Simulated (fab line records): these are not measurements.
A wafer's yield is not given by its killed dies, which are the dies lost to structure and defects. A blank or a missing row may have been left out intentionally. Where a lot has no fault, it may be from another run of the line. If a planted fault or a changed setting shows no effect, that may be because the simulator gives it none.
Chamber matching + flow n5-finfet + N5_MOL_CONTACT_COAG_CONTACT_ETCH_14 on rie-diel-03: 3 sister chambers
The step etches SiO2 in C4F6/O2, target depth 27.5 nm, overetch 8.5 nm, time 20 s. 3 wafers are shown with their chamber, then 8 later ones without.

== WAFERS PAIRED WITH THEIR CHAMBERS ==
| wafer  | chamber | showerhead-plenum-p-Torr (Torr) |
|--------|---------|---------------------------------|
| L088.6 | 2       | 2.74                            |
| L090.2 | 3       | 2.83                            |
| L090.4 | 0       | 2.97                            |

== WAFERS WHOSE CHAMBER IS MISSING ==
| wafer  | showerhead-plenum-p-Torr (Torr) |
|--------|---------------------------------|
| L090.6 | 2.97                            |
| L091.1 | 2.82                            |
| L091.3 | 2.74                            |
| L091.6 | 2.82                            |
| L093.2 | 2.96                            |
| L093.5 | 2.73                            |
| L095.1 | 2.73                            |
| L095.5 | 2.73                            |

== WHICH CHAMBER EACH ONE RAN IN ==
| wafer  | from the rows above | in truth |
|--------|---------------------|----------|
| L090.6 | 0                   | 0        |
| L091.1 | 3                   | 3        |
| L091.3 | 2                   | 2        |
| L091.6 | 3                   | 3        |
| L093.2 | 0                   | 0        |
| L093.5 | 2                   | 2        |
| L095.1 | 2                   | 2        |
| L095.5 | 2                   | 2        |
Correctly placed: 8 of 8. From these rows, 0 cannot be placed. 0 placed wrongly.
How it was worked out, from the rows above alone: a wafer's distance from a chamber is the root of the sum, over the readings, of the square of ((its reading less the chamber's mean) divided by the reading's scatter). The wafer belongs to the nearest chamber; if the next one is less than 2 further off, it can't be placed. The mean given for a chamber averages the wafers shown for that chamber. The scatter: with one shown wafer a chamber, the root of the mean of the squares of how far each hidden wafer lies from its nearest shown one.
